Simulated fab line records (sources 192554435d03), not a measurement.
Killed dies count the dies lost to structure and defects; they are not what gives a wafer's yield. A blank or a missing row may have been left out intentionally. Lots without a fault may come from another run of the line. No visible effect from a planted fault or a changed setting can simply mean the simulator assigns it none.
Chamber matching | flow n5-finfet | cmp-02 running N5_GATE_CUT_CMP_43: 4 sister chambers
The step polishes SiO2. 4 wafers are shown with their chamber, then 12 later ones without.

== WAFERS WITH THEIR CHAMBER ==
wafer  | chamber | motor-current-A (A)
L093.1 | 2       | 11.7
L093.2 | 1       | 13.6
L094.1 | 0       | 11.3
L094.5 | 3       | 12.5

== WAFERS WITH NO CHAMBER GIVEN ==
wafer  | motor-current-A (A)
L094.2 | 13.1
L094.3 | 11.0
L094.6 | 11.3
L095.1 | 13.1
L095.3 | 13.0
L095.4 | 11.6
L096.1 | 13.1
L096.2 | 11.3
L096.5 | 12.0
L096.3 | 11.7
L096.4 | 12.7
L096.6 | 13.0

== THE CHAMBER EACH PASSED THROUGH ==
wafer  | from the rows above          | in truth
L094.2 | can't be placed: 1 or 3      | 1
L094.3 | can't be placed: 0 or 2      | 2
L094.6 | can't be placed: 0 or 2      | 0
L095.1 | can't be placed: 1 or 3      | 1
L095.3 | can't be placed: 3 or 1      | 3
L095.4 | can't be placed: 2 or 0      | 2
L096.1 | can't be placed: 1 or 3      | 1
L096.2 | can't be placed: 0 or 2      | 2
L096.5 | can't be placed: 2 or 3 or 0 | 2
L096.3 | can't be placed: 2 or 0      | 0
L096.4 | can't be placed: 3 or 1      | 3
L096.6 | can't be placed: 3 or 1      | 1
Placed correctly: 0 of 12. Can't be placed from these rows: 12 (the true chamber is among the candidates in 12). Wrongly placed: 0.
How it was worked out, from the rows above alone: a wafer's distance from a chamber is the root of the sum, over the readings, of the square of ((its reading less the chamber's mean) divided by the reading's scatter). The wafer belongs to the nearest chamber; if the next one is less than 2 further off, it can't be placed. The mean given for a chamber averages the wafers shown for that chamber. The scatter: root of mean squared gap, hidden wafer to nearest shown wafer, with one shown wafer a chamber.
